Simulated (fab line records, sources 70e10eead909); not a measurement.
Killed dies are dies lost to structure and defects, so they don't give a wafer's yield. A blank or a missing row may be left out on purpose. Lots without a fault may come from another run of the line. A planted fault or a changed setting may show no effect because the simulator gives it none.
Chamber matching | flow nand_harc | NHARC_P_CONTACT_ALD_22 on ald_metal-02: 4 sister chambers
The step deposits TiN, target thk 3 nm, pulse time 1 s, ald cycles 150. 8 wafers are shown with their chamber, then 7 later ones without.

WAFERS WITH THEIR CHAMBER
wafer  | chamber | heater_power_w (W) | precursor_pulse_height_rel
L078.4 | 0       | 923                | 1.029
L081.3 | 0       | 924                | 1.007
L081.4 | 3       | 1075               | 0.988
L083.3 | 3       | 1063               | 0.999
L083.4 | 2       | 1044               | 0.991
L083.5 | 1       | 1099               | 1.001
L084.2 | 1       | 1123               | 1.024
L084.3 | 2       | 1050               | 1.013

WAFERS WITHOUT THEIR CHAMBER
wafer  | heater_power_w (W) | precursor_pulse_height_rel
L084.6 | 1059               | 1.028
L091.1 | 945                | 1.007
L091.3 | 1074               | 0.985
L091.4 | 1109               | 0.988
L094.3 | 1013               | 1.022
L094.5 | 1106               | 1.004
L094.6 | 1050               | 1.015

WHICH CHAMBER EACH WENT THROUGH
wafer  | from the rows above     | in truth
L084.6 | can't be placed: 2 or 3 | 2
L091.1 | 0                       | 0
L091.3 | 3                       | 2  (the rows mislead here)
L091.4 | 1                       | 1
L094.3 | 2                       | 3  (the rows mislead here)
L094.5 | 1                       | 1
L094.6 | can't be placed: 2 or 3 | 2
Placed correctly: 3 of 7. Can't be placed from these rows: 2 (the true chamber is among the candidates in 2). Placed wrongly: 2.
How it was worked out, from the rows above alone: a wafer's distance from a chamber is the root of the sum, over the readings, of the square of ((its reading less the chamber's mean) divided by the reading's scatter). The wafer belongs to the nearest chamber; if the next one is less than 2 further off, it can't be placed. A chamber's mean is the mean of its shown wafers. The scatter: the root of (the sum of the squares of (reading less its chamber's mean) over the shown wafers, divided by (wafers less chambers)).
